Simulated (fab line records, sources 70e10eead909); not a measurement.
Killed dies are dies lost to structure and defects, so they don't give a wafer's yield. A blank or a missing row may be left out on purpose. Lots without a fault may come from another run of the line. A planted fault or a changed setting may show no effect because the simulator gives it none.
Problem report in the 8D (eight disciplines) form, filled by code | flow nand_harc | the parts of the form that need people (team, actions taken, sign-off) are left out

1. THE PROBLEM
cd_nm at NHARC_P_M1_CD_MEAS_09 reads a mean of 138.9 nm on 6 wafers of 2 lots; wafers without a fault read 130.3 nm with a standard deviation of 0.82. That is +10 standard deviations from the usual mean.
The step: target cd 130 nm.
First seen on wafer L308.3, day 15 10:54, on cd_sem-02. The record holds 36 wafers of 12 lots with a number at this step. Rule for "out", or "out of limits": more than 4 standard deviations from the usual mean. The other wafers with a number count as sound.

2. WHAT IT IS AND WHAT IT IS NOT
question                    | is                     | is not
which readings at this step | cd_nm                  | -
which lots                  | L308, L309             | L286, L287, L288, L289, L291, L292, L294, L295, L296, L301
which wafers of those lots  | all that have a number | -
read on which gauges        | cd_sem-01, cd_sem-02   | cd_sem-03
when                        | from day 15 10:54      | up to then (30 sound wafers)

3. SUSPECTS, AND WHAT RULES EACH OUT
Counting: a tool at a process step up to the reading stays a suspect if it ran every lot that is out and no sound lot after the first of them.
- the gauge at NHARC_P_M1_CD_MEAS_09: ruled out. The wafers that are out were read on 2 gauges (cd_sem-01, cd_sem-02).
- litho_track-04 at NHARC_P_M1_PEB_07 (peb time 65 s): kept. It ran every lot that is out, first L308 (day 15 10:49), and no sound lot after that; its last sound lot up to then is L292 (day 8 17:07). Its own readings are out on those wafers: heater_power_total_W, plate_temp_C.
Left after counting: litho_track-04 at NHARC_P_M1_PEB_07.

4. THE CAUSE (what the simulator had put in)
Process parameter drift: litho_track-04, from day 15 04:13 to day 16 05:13, at NHARC_P_M1_PEB_07. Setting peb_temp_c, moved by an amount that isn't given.
Counting left only this tool.

5. THE CHAIN OF EFFECTS, in route order
Each row: a reading whose mean over the struck wafers that have a number lies more than 3 standard deviations from the usual. Only readings for which the record gives a usual standard deviation are gone through. hours: the time from each lot's start at the first step in this table that gives one to its start at this step, as a median over the lots. sigmas: the change in usual standard deviations.
hours | step                  | reading              | usual    | on struck wafers | change | sigmas
0     | NHARC_P_M1_PEB_07     | heater_power_total_W | 156.6 W  | 162.6            | +6.0   | +14
0     | NHARC_P_M1_PEB_07     | plate_temp_C         | 100.01 C | 102.81           | +2.80  | +21
0     | NHARC_P_M1_CD_MEAS_09 | cd_nm                | 130.3 nm | 138.9            | +8.6   | +10
The process steps in it:
- NHARC_P_M1_PEB_07: peb time 65 s.
Later measuring or inspecting steps at which every struck wafer that the step has a row for has a number for every such reading, and none has moved that far: NHARC_P_M1_OVL_MEAS_10.

6. WHAT WOULD HAVE CAUGHT IT SOONER
In this record the first reading out of limits at a measuring or inspecting step was taken at day 15 10:54, 7 hours after the fault began at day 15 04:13.
The tool's own readings at NHARC_P_M1_PEB_07 were out on every struck wafer that the step has a row for (heater_power_total_W, plate_temp_C): an alarm limit on them would have fired on the first of those.
Of the lots that are out (2), L309 began NHARC_P_M1_PEB_07 on litho_track-04 after day 15 10:54. A hold on the tool at that time would have spared it.
